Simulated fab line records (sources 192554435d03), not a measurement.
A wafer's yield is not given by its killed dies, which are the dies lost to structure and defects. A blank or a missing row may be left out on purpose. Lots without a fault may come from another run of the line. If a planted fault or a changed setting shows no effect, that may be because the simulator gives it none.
The tool behind it: which one?    flow n5-finfet    14 lots with 42 wafers sampled at 4 steps, on a route of 1938 steps

WHAT EACH GAUGE READ, for each wafer
No reading from a measuring or inspecting step in the record can be judged against a usual standard deviation.

WHAT TOOL EACH LOT RAN ON (gives the tool, then ch and the chambers of the sampled wafers, and finally the start)
lot   N5_BEOL_M0_PRE_CLEAN_131          N5_BEOL_M0_DEP_125               N5_BEOL_M1_EXPOSE_08               N5_BEOL_M1_DESCUM_16
L305  cvd-co-02 ch 0,2, day 6 05:36     pecvd-04 ch 0,1,2, day 6 05:49   euv-scanner-01 ch 0, day 6 07:32   rie-diel-02 ch 1,2,3, day 6 07:48
L306  cvd-co-01 ch 1,2, day 6 06:04     pecvd-03 ch 0,1, day 6 06:13     euv-scanner-02 ch 0, day 6 07:53   rie-diel-03 ch 0,1,2, day 6 08:16
L307  cvd-co-02 ch 0,2, day 6 13:26     pecvd-01 ch 0,1,2, day 6 13:39   euv-scanner-01 ch 0, day 6 16:31   rie-diel-03 ch 1,2,3, day 6 16:46
L309  cvd-co-01 ch 0,1,2, day 7 03:24   pecvd-01 ch 0,1,2, day 7 03:34   euv-scanner-01 ch 0, day 7 04:46   rie-diel-05 ch 0,2,3, day 7 05:10
L312  cvd-co-01 ch 0,1,2, day 7 22:09   pecvd-04 ch 1,2, day 7 22:18     euv-scanner-01, day 7 22:59        rie-diel-02 ch 1,2, day 7 23:43
L313  cvd-co-02 ch 0,1,2, day 8 01:42   pecvd-01 ch 1,2, day 8 01:52     euv-scanner-01, day 8 07:55        rie-diel-02 ch 0,1,2, day 8 08:10
L314  cvd-co-01 ch 1,2, day 8 02:32     pecvd-04 ch 0,1,2, day 8 02:41   euv-scanner-01 ch 0, day 8 08:09   rie-diel-05 ch 2,3, day 8 08:23
L321  cvd-co-02 ch 0,2, day 9 23:12     pecvd-04 ch 0,2, day 9 23:21     euv-scanner-01 ch 0, day 10 00:24  rie-diel-05 ch 0,2,3, day 10 00:38
L322  cvd-co-02 ch 0,2, day 10 02:03    pecvd-04 ch 0,2, day 10 02:12    euv-scanner-01 ch 0, day 10 04:05  rie-diel-05 ch 0,3, day 10 04:20
L324  cvd-co-02 ch 0,1, day 10 18:59    pecvd-04 ch 0,1, day 10 19:09    euv-scanner-01 ch 0, day 10 22:13  rie-diel-05 ch 1,2, day 10 22:27
L325  cvd-co-01 ch 0,1,2, day 11 00:22  pecvd-03 ch 1, day 11 00:32      euv-scanner-02 ch 0, day 11 05:24  rie-diel-03 ch 0,2, day 11 06:05
L326  cvd-co-01 ch 0,1,2, day 11 14:06  pecvd-03 ch 0,1,2, day 11 14:16  euv-scanner-02 ch 0, day 11 15:52  rie-diel-02 ch 1,2,3, day 11 16:07
L327  cvd-co-02 ch 0,1,2, day 11 16:06  pecvd-03 ch 0,2, day 11 16:16    euv-scanner-02 ch 0, day 11 17:01  rie-diel-05 ch 0,1, day 11 17:15
L328  cvd-co-01 ch 1,2, day 11 16:53    pecvd-04 ch 0,1,2, day 11 17:02  euv-scanner-01 ch 0, day 11 19:01  rie-diel-02 ch 1,2, day 11 19:16
- N5_BEOL_M0_PRE_CLEAN_131: time 15 s.
- N5_BEOL_M0_DEP_125: deposits SiCN from 3MS/NH3, target thk 8 nm, time 14 s.
- N5_BEOL_M1_EXPOSE_08: exposes mask M1.
- N5_BEOL_M1_DESCUM_16: chemistry O2, time 7 s.

WHAT THE TOOLS THEMSELVES READ (means of the sampled wafers that have a number; where no wafer has one, the mark that the record gives instead)
N5_BEOL_M0_PRE_CLEAN_131. Usual: heater-power-w 79 W, standard deviation 29; rf-fwd-power-W 297.6 W, standard deviation 1.3.
lot   tool       heater-power-w (W)  rf-fwd-power-W (W)  flag
L305  cvd-co-02  94                  296.4               
L306  cvd-co-01  54                  297.6               
L307  cvd-co-02  89                  297.6               
L309  cvd-co-01  78                  299.1               
L312  cvd-co-01  80                  297.5               
L313  cvd-co-02  71                  297.1               
L314  cvd-co-01  55                  298.6               
L321  cvd-co-02  95                  295.7               
L322  cvd-co-02  96                  296.7               
L324  cvd-co-02  65                  297.5               
L325  cvd-co-01  80                  297.2               
L326  cvd-co-01  79                  298.5               
L327  cvd-co-02  71                  297.5               
L328  cvd-co-01  54                  298.5               

N5_BEOL_M0_DEP_125. Usual: rf-fwd-power-W 200.0 W, standard deviation 0.82; showerhead-plenum-p-Torr 3.666 Torr, standard deviation 0.012; throttle-valve-pct 9.0 %, standard deviation 0.5.
lot   tool      rf-fwd-power-W (W)  showerhead-plenum-p-Torr (Torr)  throttle-valve-pct (%)  flag
L305  pecvd-04  200.0               3.671                            9.0                     
L306  pecvd-03  200.6               3.663                            8.8                     
L307  pecvd-01  199.4               3.663                            8.8                     
L309  pecvd-01  199.8               3.665                            8.8                     
L312  pecvd-04  199.8               3.673                            9.7                     
L313  pecvd-01  199.1               3.666                            9.0                     
L314  pecvd-04  200.5               3.670                            9.0                     
L321  pecvd-04  200.1               3.670                            8.9                     
L322  pecvd-04  200.6               3.671                            8.7                     
L324  pecvd-04  200.6               3.671                            9.6                     
L325  pecvd-03  200.2               3.651                            9.2                     
L326  pecvd-03  200.2               3.657                            8.8                     
L327  pecvd-03  200.8               3.664                            8.4                     
L328  pecvd-04  200.3               3.674                            9.1                     

N5_BEOL_M1_EXPOSE_08. Usual: exposure-dose-mJ-cm2 at 32.87, with a standard deviation of 0.033.
lot   tool            exposure-dose-mJ-cm2  flag
L305  euv-scanner-01  32.88                 
L306  euv-scanner-02  32.92                 
L307  euv-scanner-01  32.86                 
L309  euv-scanner-01  32.86                 
L312  euv-scanner-01  -                     OFF
L313  euv-scanner-01  -                     OFF
L314  euv-scanner-01  32.86                 
L321  euv-scanner-01  32.85                 
L322  euv-scanner-01  32.86                 
L324  euv-scanner-01  32.86                 
L325  euv-scanner-02  32.86                 
L326  euv-scanner-02  32.89                 
L327  euv-scanner-02  32.87                 
L328  euv-scanner-01  32.84                 

N5_BEOL_M1_DESCUM_16. Usual: drypump-motor-current-A 5.9 A, standard deviation 0.54; oes-product-au 0.77 a.u., standard deviation 0.092; rf-fwd-power-W 49.47 W, standard deviation 0.2; rf-vpp-V 243.5 V, standard deviation 1.3; showerhead-plenum-p-Torr 2.11 Torr, standard deviation 0.059; throttle-valve-pct 20.44 %, standard deviation 0.24.
lot   tool         drypump-motor-current-A (A)  oes-product-au (a.u.)  rf-fwd-power-W (W)  rf-vpp-V (V)  showerhead-plenum-p-Torr (Torr)  throttle-valve-pct (%)  flag
L305  rie-diel-02  6.1                          0.75                   49.38               243.1         2.10                             20.31                   
L306  rie-diel-03  5.8                          0.71                   49.36               243.5         2.09                             20.80                   
L307  rie-diel-03  5.3                          0.73                   49.55               243.6         2.14                             20.68                   
L309  rie-diel-05  6.3                          0.75                   49.38               243.8         2.10                             20.46                   
L312  rie-diel-02  6.0                          0.75                   49.25               241.8         2.03                             20.26                   
L313  rie-diel-02  5.8                          0.75                   49.54               243.1         2.08                             20.21                   
L314  rie-diel-05  6.1                          0.72                   49.44               243.7         2.14                             20.60                   
L321  rie-diel-05  6.3                          0.73                   49.51               242.4         2.09                             20.48                   
L322  rie-diel-05  6.3                          0.73                   49.40               241.5         2.06                             20.36                   
L324  rie-diel-05  5.7                          0.89                   49.60               243.7         2.13                             20.43                   
L325  rie-diel-03  6.0                          0.93                   49.16               242.7         2.09                             20.29                   
L326  rie-diel-02  6.1                          0.80                   49.56               244.4         2.18                             20.27                   
L327  rie-diel-05  5.7                          0.89                   49.47               242.6         2.10                             20.31                   
L328  rie-diel-02  6.0                          0.89                   49.37               245.1         2.20                             20.09                   

THE ANSWER, worked out from the rows above alone
Rule: a lot is off if the mean of its wafers that have a number lies more than 3 standard deviations from the usual mean. Also off: a lot with no number at a reading for which 4 or more lots have one. Where the step has rows for the other lots, those lots are counted as sound. First the gauges in route order, then the tools' own readings, where a lot's mean is used as printed above. The first step at which some lot is off is used, and at that step the reading that is off furthest; a lot without a number counts as furthest.
Off at N5_BEOL_M1_EXPOSE_08 (exposure-dose-mJ-cm2): L312, L313. Without a number there: L312, L313.
If a tool, at that step or one of the process steps before it, ran each lot that is off and ran no sound lot following the first of them, it fits. Not one of the candidates tried fits.

WHAT THE SIMULATOR HAD INSERTED
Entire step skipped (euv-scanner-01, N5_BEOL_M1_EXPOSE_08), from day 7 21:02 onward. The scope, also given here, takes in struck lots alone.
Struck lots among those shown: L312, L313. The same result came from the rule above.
